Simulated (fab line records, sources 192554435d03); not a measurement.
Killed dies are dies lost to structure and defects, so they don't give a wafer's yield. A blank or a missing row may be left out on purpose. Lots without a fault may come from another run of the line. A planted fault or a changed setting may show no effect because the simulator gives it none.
fab line records | flow n5_finfet
record lots=11 wafers=30 last_day=17
route steps=1938 shown BEOL_M14@1760 BEOL_M15@1773 PASSIVATION@1936
lots that met no fault: from a run of the same line without faults
start_h: hours from the record's first day to the start of the lot's first wafer shown | wait_h: hours since the lot's step before | " the same as in the row above | L1.1+2: a row that stands for several wafers | - no value, or no start given | * or withheld: withheld | < > ~ a bound
route shown NAME@n: a module of which the file shows steps, and the number in the route of the first | usual: mean/standard deviation of fault-free wafers | same: alike in all rows | chamber/n: place in a boat | sites: the reading at each site | _std_site: their standard deviation | _edge_site: outer sites' mean less inner sites' | radius_mm: how far each site lies from the wafer's centre | mask NAME#n: copy n | behind: the tool/chamber that last shaped the wafer | hold: why the lot was held/for how many hours/how that ended | device: the transistor (n, p or np) that didn't switch | end of line: the same wafers' tests at the end of the route | a step without rows: its recipe alone | killed: dies lost to structure and defects at the first sort, not the wafer's yield | map: a wafer's dies, x killed, . not, _ none there
set.NAME: the setting as run; set.NAME@STEP: as run at that earlier step | model.NAME: the simulator's own value behind a step, which no gauge read
steps of the route over a sample of lots; a table a step, a row a wafer
services: from which hour (start_h, from the record's first day; less than 0 if before it) a tool's chamber was out of use, for how many hours, and why
## steps
# step N5_BEOL_M14_DEGAS_41
# recipe ambient=vacuum temp_c=300 time_s=60
# usual heater_power_w=455/48
# columns lot.wafer tool chamber start_h wait_h heater_power_w
L122.2 pvd_sputter-02 - 250.92 0.3 578
L122.5 " - " " 470
L122.6 " - " " 489
L124.1 pvd_sputter-03 - 267.68 0.3 391
L124.2 " - " " 448
L124.5 " - " " 451
L127.2 pvd_sputter-03 - 269.50 0.1 415
L127.4 " - " " 395
L126.4 pvd_sputter-01 - 274.49 0.4 463
L126.6 " - " " 383
L129.3 pvd_sputter-01 - 301.63 0.6 389
L129.5 " - " " 475
L129.6 " - " " 514
L131.1 pvd_sputter-01 - 319.66 0.4 514
L131.3 " - " " 458
L131.4 " - " " 387
L133.1 pvd_sputter-01 - 322.16 0.9 427
L133.2 " - " " 460
L141.1 pvd_sputter-03 - 366.20 0.1 458
L141.4 " - " " 459
L141.6 " - " " 439
L142.2 pvd_sputter-02 - 373.44 0.1 474
L142.5 " - " " 474
L142.6 " - " " 546
L143.2 pvd_sputter-03 - 378.11 0.2 450
L143.4 " - " " 394
L143.5 " - " " 429
L144.2 pvd_sputter-03 - 378.47 0.1 415
L144.5 " - " " 421
L144.6 " - " " 466
# step N5_BEOL_M14_SPUTTER_43
# recipe material=TaN target_thk_a=150 temp_c=50 bias_v=168.6 power_w=15000 chamber_pressure_pa=0.12 time_s=24.19
# usual bias_v=168.6/1.7 throttle_valve_pct=30.0/0.98
# columns lot.wafer tool chamber start_h wait_h bias_v throttle_valve_pct
L122.2 pvd_sputter-02 - 251.00 0.0 168.6 30.7
L122.5 " - " " 168.9 30.5
L122.6 " - " " 171.3 30.3
L124.1 pvd_sputter-03 - 267.76 0.0 167.7 29.8
L124.2 " - " " 169.0 28.7
L124.5 " - " " 168.1 28.3
L127.2 pvd_sputter-03 - 269.58 0.0 167.4 30.2
L127.4 " - " " 168.1 29.5
L126.4 pvd_sputter-01 - 274.57 0.0 167.0 27.8
L126.6 " - " " 170.7 30.2
L129.3 pvd_sputter-01 - 301.71 0.0 169.9 29.9
L129.5 " - " " 168.1 27.2
L129.6 " - " " 170.2 30.5
L131.1 pvd_sputter-01 - 319.74 0.0 169.3 30.9
L131.3 " - " " 165.7 27.5
L131.4 " - " " 169.6 30.0
L133.1 pvd_sputter-01 - 322.24 0.0 167.2 30.5
L133.2 " - " " 170.4 27.7
L141.1 pvd_sputter-03 - 366.28 0.0 169.7 31.1
L141.4 " - " " 169.8 28.8
L141.6 " - " " 169.8 31.4
L142.2 pvd_sputter-02 - 373.52 0.0 169.4 30.4
L142.5 " - " " 170.3 30.5
L142.6 " - " " 167.8 30.6
L143.2 pvd_sputter-03 - 378.19 0.0 169.4 28.8
L143.4 " - " " 164.5 29.5
L143.5 " - " " 169.1 30.1
L144.2 pvd_sputter-03 - 378.55 0.0 169.2 30.1
L144.5 " - " " 168.1 30.1
L144.6 " - " " 170.7 28.5
# step N5_BEOL_M14_CMP_49
# recipe stop_on=SiO2 t_overpolish_s=5.2 down_force_psi=2 platen_rpm=80 clearing_platen_down_force_psi=2 clearing_platen_rpm=80 post_cmp_clean=cu_alkaline target_thk_nm=560 clearing_platen_pad_velocity_m_s=1.5917 pad_velocity_m_s=1.5917
# usual barrier_field_endpoint_s=11.3/0.33 motor_current_A=7.8/0.45
# columns lot.wafer tool chamber start_h wait_h barrier_field_endpoint_s motor_current_A
L122.2 cmp-02 1 251.84 0.3 11.4 7.5
L122.5 " 3 " " 11.9 8.1
L122.6 " 0 " " 11.4 6.8
L124.2 cmp-02 1 268.56 0.2 11.0 7.3
L124.1 " 2 " " 12.1 8.5
L124.5 " 2 " " 11.9 8.0
L127.4 cmp-03 1 270.38 0.2 11.0 7.4
L127.2 " 3 " " 11.6 8.0
L126.4 cmp-03 2 275.34 0.1 11.2 8.2
L126.6 " 2 " " 11.7 7.7
L129.3 cmp-03 0 302.83 0.5 11.2 7.5
L129.6 " 3 " " 11.6 8.5
L129.5 " 0 " " 11.1 7.9
L131.1 cmp-03 0 320.52 0.3 13.1 7.6
L131.3 " 1 " " 11.5 7.7
L131.4 " 2 " " 11.9 8.3
L133.1 cmp-03 1 323.42 0.3 13.5 7.9
L133.2 " 3 " " 11.5 7.8
L141.1 cmp-02 2 367.81 0.8 11.3 8.1
L141.4 " 0 " " 11.2 6.7
L141.6 " 1 " " 10.9 7.2
L142.2 cmp-03 3 374.51 0.3 11.4 8.2
L142.6 " 0 " " 10.8 7.7
L142.5 " 1 " " 11.5 7.6
L143.4 cmp-02 3 379.24 0.1 11.2 7.9
L143.2 " 2 " " 11.3 8.7
L143.5 " 3 " " 10.7 7.8
L144.2 cmp-01 1 379.51 0.2 11.1 7.9
L144.5 " 0 " " 11.3 7.9
L144.6 " 1 " " 10.9 8.5
# step N5_BEOL_M14_DEP_53
# recipe material=SiCN target_thk_a=500 temp_c=withheld precursor=3MS/NH3 pressure_torr=3 rf_w=675 time_s=17.8
# usual chamber_pressure_Torr=3.000/0.0071 showerhead_plenum_p_Torr=4.148/0.023 throttle_valve_pct=17.8/0.83
# columns lot.wafer tool chamber start_h wait_h chamber_pressure_Torr showerhead_plenum_p_Torr throttle_valve_pct
L122.2 pecvd-04 0 252.12 0.0 3.001 4.138 18.7
L122.5 " 0 " " 2.993 4.122 19.1
L122.6 " 2 " " 2.993 4.148 16.7
L124.1 pecvd-02 0 268.91 0.0 2.994 4.117 18.4
L124.2 " 2 " " 2.988 4.167 17.0
L124.5 " 0 " " 3.007 4.127 18.3
L127.2 pecvd-03 1 270.70 0.0 3.002 4.121 16.8
L127.4 " 0 " " 2.998 4.191 17.3
L126.4 pecvd-04 1 275.71 0.0 2.984 4.133 18.8
L126.6 " 2 " " 2.995 4.141 16.5
L129.3 pecvd-03 2 303.15 0.0 2.985 4.149 18.1
L129.5 " 0 " " 2.997 4.192 17.3
L129.6 " 2 " " 2.988 4.157 18.4
L131.1 pecvd-02 2 320.88 0.0 3.006 4.183 17.0
L131.3 " 0 " " 2.992 4.120 18.3
L131.4 " 1 " " 3.002 4.144 17.7
L133.1 pecvd-02 0 323.78 0.0 3.001 4.129 18.4
L133.2 " 1 " " 3.009 4.144 17.7
L141.1 pecvd-04 0 368.13 0.0 2.996 4.131 19.2
L141.4 " 2 " " 2.996 4.137 16.9
L141.6 " 0 " " 3.017 4.125 18.9
L142.2 pecvd-04 1 374.75 0.0 2.993 4.132 18.6
L142.5 " 1 " " 2.987 4.144 18.4
L142.6 " 2 " " 2.998 4.146 16.7
L143.2 pecvd-02 1 379.62 0.0 2.996 4.145 17.6
L143.4 " 0 " " 3.015 4.124 18.3
L143.5 " 2 " " 3.007 4.167 17.0
L144.2 pecvd-02 1 379.83 0.0 3.003 4.139 17.6
L144.5 " 0 " " 3.015 4.122 18.4
L144.6 " 1 " " 3.004 4.143 17.5
# step N5_BEOL_M15_ILD_DEP_00
# recipe material=SiO2 target_thk_a=16293 temp_c=400 precursor=TEOS/O2 pressure_torr=6.5 rf_w=900 teos_flow_sccm=161.4 gas=O2 flow_sccm=2650 time_s=346.1
# usual chamber_pressure_Torr=6.499/0.014 heater_power_w=499/82 showerhead_plenum_p_Torr=8.33/0.036 throttle_valve_pct=18.2/0.75
# columns lot.wafer tool chamber start_h wait_h chamber_pressure_Torr heater_power_w showerhead_plenum_p_Torr throttle_valve_pct
L122.2 pecvd-01 0 252.25 0.0 6.502 512 8.32 18.5
L122.5 " 2 " " 6.498 567 8.31 17.4
L122.6 " 0 " " 6.479 489 8.31 18.5
L124.1 pecvd-01 1 269.04 0.0 6.502 567 8.35 18.4
L124.2 " 2 " " 6.522 526 8.33 17.2
L124.5 " 2 " " 6.532 466 8.32 17.8
L127.2 pecvd-03 2 270.88 0.1 6.485 577 8.34 19.0
L127.4 " 1 " " 6.513 410 8.30 17.4
L126.4 pecvd-04 2 275.93 0.1 6.481 579 8.32 17.3
L126.6 " 1 " " 6.488 292 8.31 19.0
L129.3 pecvd-01 1 303.28 0.0 6.489 604 8.34 18.1
L129.5 " 2 " " 6.496 459 8.34 17.6
L129.6 " 0 " " 6.520 394 8.33 18.8
L131.1 pecvd-01 2 321.01 0.0 6.499 510 8.31 17.8
L131.3 " 0 " " 6.478 451 8.33 18.4
L131.4 " 0 " " 6.484 525 8.35 18.4
L133.1 pecvd-03 1 323.91 0.0 6.495 500 8.31 17.4
L133.2 " 0 " " 6.533 434 8.41 17.8
L141.1 pecvd-03 0 368.26 0.0 6.488 428 8.42 17.9
L141.4 " 2 " " 6.500 612 8.34 19.1
L141.6 " 0 " " 6.491 499 8.39 18.0
L142.2 pecvd-01 2 374.88 0.0 6.496 595 8.31 17.8
L142.5 " 2 " " 6.493 471 8.33 17.7
L142.6 " 0 " " 6.504 390 8.34 18.3
L143.2 pecvd-04 1 379.75 0.0 6.512 346 8.28 18.8
L143.4 " 0 " " 6.505 465 8.31 19.4
L143.5 " 2 " " 6.473 555 8.31 17.5
L144.2 pecvd-03 2 379.96 0.0 6.517 618 8.32 19.3
L144.5 " 1 " " 6.482 572 8.28 17.6
L144.6 " 2 " " 6.514 486 8.34 19.3
# step N5_PASSIVATION_PROBE_49
# usual defect_limited_yield=91.2/1.5 killed_at_M0_to_M3=31/10 killed_at_M4_up=15/5.9 killed_at_contacts=13/6 killed_at_front_end=41/11 killed_at_other=4/3.1 killed_dies=104/18 killed_open=68/13 killed_short=33/8.1 sort_bin_4_leakage=0.00/0.03 sort_bin_5_function=5.1/1.1 sort_bin_6_memory=3.2/0.69 sort_bin_8_speed=0.01/0.045 sort_n_pass=1076/18
# same gross_dies=1180 killed_at_back_side=0
# columns lot.wafer tool chamber start_h wait_h defect_limited_yield[%] killed_at_M0_to_M3 killed_at_M4_up killed_at_contacts killed_at_front_end killed_at_other killed_dies killed_open killed_short sort_bin_4_leakage[%] sort_bin_5_function[%] sort_bin_6_memory[%] sort_bin_8_speed[%] sort_n_pass
L122.2 prober-02 - 275.52 0.9 93.1 21 12 13 30 5 81 56 25 0 3.6 3.1 0 1099
L122.5 prober-02 - 275.67 1.1 89.4 40 12 23 44 6 125 93 31 0 6.8 3.5 0 1055
L122.6 prober-02 - 275.72 1.1 89.3 42 25 18 41 0 126 90 33 0 6.5 3.9 0 1054
L127.2 prober-01 - 291.12 0.1 91.7 30 11 9 45 3 98 65 30 0 5.4 2.7 0 1082
L127.4 prober-01 - 291.22 0.2 91.3 42 18 13 29 1 103 76 24 0 4.9 3.6 0 1077
L124.1 prober-01 - 292.22 0.0 90.3 42 13 13 44 3 115 84 30 0 6.2 3.4 0 1065
L124.2 prober-01 - 292.27 0.1 88.6 44 16 18 40 16 134 91 42 0 7.1 4.0 0 1046
L124.5 prober-01 - 292.42 0.2 89.2 41 25 6 44 12 128 87 41 0 6.3 4.2 0 1052
L126.4 prober-01 - 295.53 0.2 89.0 45 8 13 53 11 130 87 43 0 6.6 4.1 0 1050
L126.6 prober-01 - 295.63 0.3 90.0 38 23 19 32 6 118 85 32 0 6.1 3.5 0 1062
L129.3 prober-02 - 324.48 0.1 89.9 31 10 30 45 3 119 75 39 0 5.9 3.4 0.34 1061
L129.5 prober-02 - 324.58 0.2 93.3 23 9 11 32 4 79 54 23 0 3.2 3.1 0 1101
L129.6 prober-02 - 324.63 0.3 92.4 21 18 10 37 4 90 59 27 0 4.7 2.9 0 1090
L131.1 prober-01 - 342.66 0.9 91.7 41 14 11 30 2 98 60 37 0 5.1 2.8 0 1082
L131.3 prober-01 - 342.76 1.0 90.5 49 13 10 38 2 112 74 37 0 5.8 3.2 0.25 1065
L131.4 prober-01 - 342.81 1.0 90.0 46 10 3 58 1 118 76 41 0 5.8 3.7 0 1062
L133.1 prober-01 - 342.96 0.6 91.4 29 11 15 41 6 102 68 33 0 6.4 1.9 0 1078
L133.2 prober-01 - 343.01 0.6 91.7 17 32 5 44 0 98 72 25 0 4.8 3.1 0 1082
L141.1 prober-01 - 389.96 0.0 93.6 28 12 7 29 0 76 46 25 0 3.7 2.5 0 1104
L141.4 prober-01 - 390.11 0.2 90.8 33 15 6 54 0 108 70 34 0 5.0 3.8 0 1072
L141.6 prober-01 - 390.21 0.3 91.4 49 12 6 32 3 102 70 30 0 5.7 2.6 0 1078
L142.2 prober-01 - 394.41 0.1 89.2 21 22 16 66 2 127 84 34 0 5.3 4.7 0 1053
L142.5 prober-01 - 394.56 0.2 89.5 13 21 13 71 6 124 87 36 0 6.7 3.4 0 1056
L142.6 prober-01 - 394.61 0.3 91.5 20 19 4 46 11 100 62 28 0 5.5 2.0 0 1080
L143.2 prober-02 - 401.13 0.1 88.5 45 7 22 59 3 136 96 40 0 6.6 4.4 0 1044
L143.4 prober-02 - 401.23 0.2 90.2 46 10 10 43 7 116 63 49 0 5.5 3.6 0 1064
L143.5 prober-02 - 401.28 0.2 91.1 37 7 10 50 1 105 63 41 0 5.3 3.1 0 1075
L144.2 prober-01 - 406.60 0.1 91.8 21 18 16 41 1 97 64 25 0.17 4.7 2.8 0.08 1081
L144.5 prober-01 - 406.75 0.2 92.4 19 16 13 42 0 90 61 26 0 4.6 2.7 0 1090
L144.6 prober-01 - 406.80 0.3 92.1 19 12 10 49 3 93 61 24 0 4.8 2.8 0 1087
# killed by level:class
L122.2 MOL_CONTACT_COAG:geometric_particle:open=10 BEOL_M3:geometric_particle:open=10 BEOL_M0:geometric_particle:open=7 FIN_SAQP:geometric_particle:open=6 STARTING-WAFER:geometric_particle:open=4 STARTING-WAFER:geometric_particle:short=4 FIN_SAQP:geometric_particle:short=3 DUMMY_GATE:geometric_particle:short=3
L122.5 MOL_CONTACT_COAG:geometric_particle:open=19 BEOL_M3:geometric_particle:open=16 FIN_SAQP:geometric_particle:open=13 STI_FIN_REVEAL:geometric_particle:open=8 BEOL_M4:geometric_particle:open=7 FIN_SAQP:geometric_particle:short=5 MOL_CONTACT_COAG:geometric_particle:short=4 BEOL_M0:geometric_particle:open=4
L122.6 BEOL_M3:geometric_particle:open=19 FIN_SAQP:geometric_particle:open=14 MOL_CONTACT_COAG:geometric_particle:open=14 BEOL_M4:geometric_particle:open=11 FIN_SAQP:geometric_particle:short=10 BEOL_M0:geometric_particle:open=6 BEOL_M4:geometric_particle:short=5 STI_FIN_REVEAL:geometric_particle:open=5
L127.2 STI_FIN_REVEAL:geometric_particle:open=14 BEOL_M1:geometric_particle:open=8 BEOL_M0_SAQP:geometric_particle:short=7 BEOL_M4:geometric_particle:open=6 MOL_CONTACT_COAG:geometric_particle:open=6 FIN_SAQP:geometric_particle:open=5 GATE_CUT:geometric_particle:short=5 BEOL_M0_SAQP:geometric_particle:open=5
L127.4 MOL_CONTACT_COAG:geometric_particle:open=12 BEOL_M3:geometric_particle:open=11 BEOL_M4:geometric_particle:open=10 STI_FIN_REVEAL:geometric_particle:open=7 BEOL_M0_SAQP:geometric_particle:open=7 FIN_SAQP:geometric_particle:open=6 BEOL_M0_SAQP:geometric_particle:short=6 BEOL_M1:geometric_particle:open=6
L124.1 STI_FIN_REVEAL:geometric_particle:open=15 FIN_SAQP:geometric_particle:open=10 MOL_CONTACT_COAG:geometric_particle:open=9 BEOL_M2:geometric_particle:open=8 BEOL_M0_SAQP:geometric_particle:open=8 BEOL_M4:geometric_particle:open=8 BEOL_M3:geometric_particle:open=7 FIN_SAQP:geometric_particle:short=6
L124.2 STI_FIN_REVEAL:geometric_particle:open=17 MOL_CONTACT_COAG:geometric_particle:open=15 BEOL_M4:geometric_particle:open=12 BEOL_M0_SAQP:geometric_particle:short=10 BEOL_M0_SAQP:geometric_particle:open=9 BEOL_M3:geometric_particle:open=8 FIN_SAQP:geometric_particle:open=7 BEOL_M1:geometric_particle:open=5
L124.5 STI_FIN_REVEAL:geometric_particle:open=17 FIN_SAQP:geometric_particle:short=12 BEOL_M4:geometric_particle:open=10 BEOL_M0_SAQP:geometric_particle:short=9 FIN_SAQP:geometric_particle:open=7 BEOL_M0_SAQP:geometric_particle:open=7 BEOL_M3:geometric_particle:open=7 BEOL_M1:geometric_particle:open=6
L126.4 FIN_SAQP:geometric_particle:open=16 BEOL_M2:geometric_particle:open=13 BEOL_M0_SAQP:geometric_particle:open=12 BEOL_M3:geometric_particle:open=8 FIN_SAQP:geometric_particle:short=7 MOL_CONTACT_COAG:geometric_particle:open=7 DUMMY_GATE:geometric_particle:open=6 MOL_CONTACT_COAG:geometric_particle:short=6
L126.6 BEOL_M4:geometric_particle:open=17 MOL_CONTACT_COAG:geometric_particle:open=15 FIN_SAQP:geometric_particle:open=10 BEOL_M3:geometric_particle:open=9 BEOL_M0_SAQP:geometric_particle:open=8 STI_FIN_REVEAL:geometric_particle:open=5 DUMMY_GATE:geometric_particle:open=4 MOL_CONTACT_COAG:geometric_particle:short=4
L129.3 MOL_CONTACT_COAG:geometric_particle:open=23 FIN_SAQP:geometric_particle:open=13 FIN_SAQP:geometric_particle:short=8 MOL_CONTACT_COAG:geometric_particle:short=7 BEOL_M0_SAQP:geometric_particle:open=7 BEOL_M4:geometric_particle:open=5 STARTING-WAFER:geometric_particle:short=5 DUMMY_GATE:geometric_particle:short=4
L129.5 FIN_SAQP:geometric_particle:short=9 BEOL_M3:geometric_particle:open=9 MOL_CONTACT_COAG:geometric_particle:open=9 FIN_SAQP:geometric_particle:open=8 BEOL_M2:geometric_particle:open=5 BEOL_M8:geometric_particle:open=4 DUMMY_GATE:geometric_particle:open=3 GATE_CUT:geometric_particle:short=3
L129.6 FIN_SAQP:geometric_particle:open=12 MOL_CONTACT_COAG:geometric_particle:open=7 DUMMY_GATE:geometric_particle:open=6 BEOL_M3:geometric_particle:open=6 FIN_SAQP:geometric_particle:short=4 BEOL_M1:geometric_particle:short=4 MOL_CONTACT_COAG:geometric_particle:short=3 BEOL_M0_SAQP:geometric_particle:open=3
L131.1 BEOL_M2:geometric_particle:open=11 BEOL_M0_SAQP:geometric_particle:short=10 FIN_SAQP:geometric_particle:open=9 MOL_CONTACT_COAG:geometric_particle:open=9 BEOL_M0_SAQP:geometric_particle:open=8 STARTING-WAFER:geometric_particle:short=7 BEOL_M0:geometric_particle:open=6 BEOL_M4:geometric_particle:open=6
L131.3 BEOL_M2:geometric_particle:open=15 FIN_SAQP:geometric_particle:open=12 BEOL_M0_SAQP:geometric_particle:open=12 FIN_SAQP:geometric_particle:short=8 BEOL_M2:geometric_particle:short=7 MOL_CONTACT_COAG:geometric_particle:open=6 BEOL_M0_SAQP:geometric_particle:short=6 MOL_CONTACT_COAG:geometric_particle:short=4
L131.4 FIN_SAQP:geometric_particle:open=21 BEOL_M2:geometric_particle:open=19 BEOL_M0_SAQP:geometric_particle:short=10 FIN_SAQP:geometric_particle:short=8 STI_FIN_REVEAL:geometric_particle:open=4 DUMMY_GATE:geometric_particle:open=4 GATE_CUT:geometric_particle:short=4 BEOL_M1:geometric_particle:open=4
L133.1 MOL_CONTACT_COAG:geometric_particle:open=14 FIN_SAQP:geometric_particle:open=11 FIN_SAQP:geometric_particle:short=11 BEOL_M4:geometric_particle:open=8 BEOL_M1:geometric_particle:open=7 BEOL_M0_SAQP:geometric_particle:short=6 BEOL_M0_SAQP:geometric_particle:open=6 DUMMY_GATE:geometric_particle:open=5
L133.2 STI_FIN_REVEAL:geometric_particle:open=15 BEOL_M4:geometric_particle:open=15 STARTING-WAFER:geometric_particle:open=7 BEOL_M5:geometric_particle:open=6 FIN_SAQP:geometric_particle:short=5 DUMMY_GATE:geometric_particle:open=5 BEOL_M3:geometric_particle:open=4 BEOL_M0_SAQP:geometric_particle:short=4
L141.1 BEOL_M1:geometric_particle:open=9 STI_FIN_REVEAL:geometric_particle:open=5 MOL_CONTACT_COAG:geometric_particle:open=5 BEOL_M0_SAQP:geometric_particle:open=5 GATE_CUT:geometric_particle:short=4 BEOL_M0_SAQP:geometric_particle:short=4 STARTING-WAFER:geometric_particle:short=4 SPACER0:geometric_particle:open=3
L141.4 FIN_SAQP:geometric_particle:open=16 GATE_CUT:geometric_particle:short=11 GATE_CUT:geometric_particle:open=7 MOL_CONTACT_COAG:geometric_particle:open=6 BEOL_M0_SAQP:geometric_particle:open=5 BEOL_M1:geometric_particle:open=5 BEOL_M2:geometric_particle:open=5 BEOL_M3:geometric_particle:open=5
L141.6 BEOL_M0_SAQP:geometric_particle:open=17 BEOL_M0_SAQP:geometric_particle:short=8 GATE_CUT:geometric_particle:open=7 FIN_SAQP:geometric_particle:open=6 GATE_CUT:geometric_particle:short=5 MOL_CONTACT_COAG:geometric_particle:open=5 BEOL_M0:geometric_particle:open=4 BEOL_M1:geometric_particle:open=4
L142.2 STI_FIN_REVEAL:geometric_particle:open=14 MOL_CONTACT_COAG:geometric_particle:open=12 BEOL_M4:geometric_particle:open=10 FIN_SAQP:geometric_particle:open=9 DUMMY_GATE:geometric_particle:open=9 BEOL_M3:geometric_particle:open=6 HKMG_FIN:area_etch=6 BEOL_M2:geometric_particle:open=5
L142.5 STI_FIN_REVEAL:geometric_particle:open=24 FIN_SAQP:geometric_particle:open=13 BEOL_M4:geometric_particle:open=12 FIN_SAQP:geometric_particle:short=10 MOL_CONTACT_COAG:geometric_particle:open=9 STI_FIN_REVEAL:geometric_particle:short=8 STARTING-WAFER:geometric_particle:open=6 BEOL_M2:geometric_particle:open=4
L142.6 STI_FIN_REVEAL:geometric_particle:open=9 HKMG_FIN:area_etch=9 FIN_SAQP:geometric_particle:open=8 BEOL_M4:geometric_particle:open=8 DUMMY_GATE:geometric_particle:open=5 FIN_SAQP:geometric_particle:short=4 GATE_CUT:geometric_particle:short=4 MOL_CONTACT_COAG:geometric_particle:open=4
L143.2 MOL_CONTACT_COAG:geometric_particle:open=19 STI_FIN_REVEAL:geometric_particle:open=16 FIN_SAQP:geometric_particle:open=11 BEOL_M0_SAQP:geometric_particle:open=11 BEOL_M0_SAQP:geometric_particle:short=10 FIN_SAQP:geometric_particle:short=8 BEOL_M2:geometric_particle:open=8 DUMMY_GATE:geometric_particle:open=7
L143.4 BEOL_M0_SAQP:geometric_particle:open=12 FIN_SAQP:geometric_particle:short=9 BEOL_M2:geometric_particle:open=8 BEOL_M0_SAQP:geometric_particle:short=8 STI_FIN_REVEAL:geometric_particle:open=7 GATE_CUT:geometric_particle:short=7 MOL_CONTACT_COAG:geometric_particle:open=7 STARTING-WAFER:geometric_particle:short=5
L143.5 GATE_CUT:geometric_particle:short=11 FIN_SAQP:geometric_particle:open=8 FIN_SAQP:geometric_particle:short=8 BEOL_M0_SAQP:geometric_particle:open=8 BEOL_M2:geometric_particle:open=7 MOL_CONTACT_COAG:geometric_particle:open=7 BEOL_M0_SAQP:geometric_particle:short=6 BEOL_M0:geometric_particle:open=5
L144.2 MOL_CONTACT_COAG:geometric_particle:open=15 DUMMY_GATE:geometric_particle:open=8 BEOL_M3:geometric_particle:open=7 BEOL_M4:geometric_particle:open=7 FIN_SAQP:geometric_particle:short=6 BEOL_M1:geometric_particle:open=6 FIN_SAQP:geometric_particle:open=5 GATE_CUT:geometric_particle:short=5
L144.5 STI_FIN_REVEAL:geometric_particle:open=11 MOL_CONTACT_COAG:geometric_particle:open=10 BEOL_M4:geometric_particle:open=7 DUMMY_GATE:geometric_particle:open=6 FIN_SAQP:geometric_particle:open=5 GATE_CUT:geometric_particle:short=4 STARTING-WAFER:geometric_particle:short=4 BEOL_M1:geometric_particle:open=4
L144.6 FIN_SAQP:geometric_particle:open=13 MOL_CONTACT_COAG:geometric_particle:open=7 FIN_SAQP:geometric_particle:short=6 STI_FIN_REVEAL:geometric_particle:open=6 DUMMY_GATE:geometric_particle:open=6 GATE_CUT:geometric_particle:open=5 GATE_CUT:geometric_particle:short=4 BEOL_M4:geometric_particle:open=4
## services
# columns tool chamber start_h hours kind
cmp-03 - 227.22 4.0 pm
cmp-03 - 231.22 - consumable_replace:conditioner
cmp-03 - 231.22 - consumable_replace:pad
pecvd-03 - 246.54 6.0 pm
pecvd-01 1 250.87 5.5 scheduled_down
pecvd-04 - 253.34 2.8 pm
pecvd-01 0 264.28 6.5 repair
cmp-01 - 268.17 8.4 pm
pecvd-04 - 286.11 7.2 repair
cmp-01 - 287.48 6.5 pm
cmp-02 - 301.07 2.4 repair
pecvd-03 1 303.83 6.1 repair
pecvd-02 2 311.80 1.7 repair
cmp-02 - 321.04 6.1 pm
cmp-01 - 331.94 0.6 repair
cmp-01 - 344.21 0.4 repair
pecvd-03 2 349.25 8.5 repair
pvd_sputter-03 - 352.72 1.3 repair
cmp-02 - 357.32 4.0 pm
cmp-02 - 361.32 - consumable_replace:conditioner
cmp-01 - 364.48 4.0 pm
cmp-03 - 365.68 2.6 repair
cmp-03 - 371.80 0.6 repair
pecvd-02 0 371.93 6.4 repair
## key
first_sign step=N5_BEOL_M14_CMP_49 reading=barrier_field_endpoint_s direction=up sigmas=5.9 usual=11.3 struck=13.3
effect none on later readings
met_at N5_BEOL_M14_SPUTTER_43
struck_lots L131,L133
struck_wafers L131.1,L133.1
not_acting_at N5_BEOL_M14_DEGAS_41,N5_BEOL_M14_DEP_53,N5_BEOL_M15_ILD_DEP_00
onset_between 301.71 319.74
fault kind=process_parameter_drift tool=pvd_sputter-01 chamber=- onset_h=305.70 steps=N5_BEOL_M14_SPUTTER_43 channel=time_s offset=* shape=step end_h=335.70 scope=struck_wafers_only acts_in=* stated=*
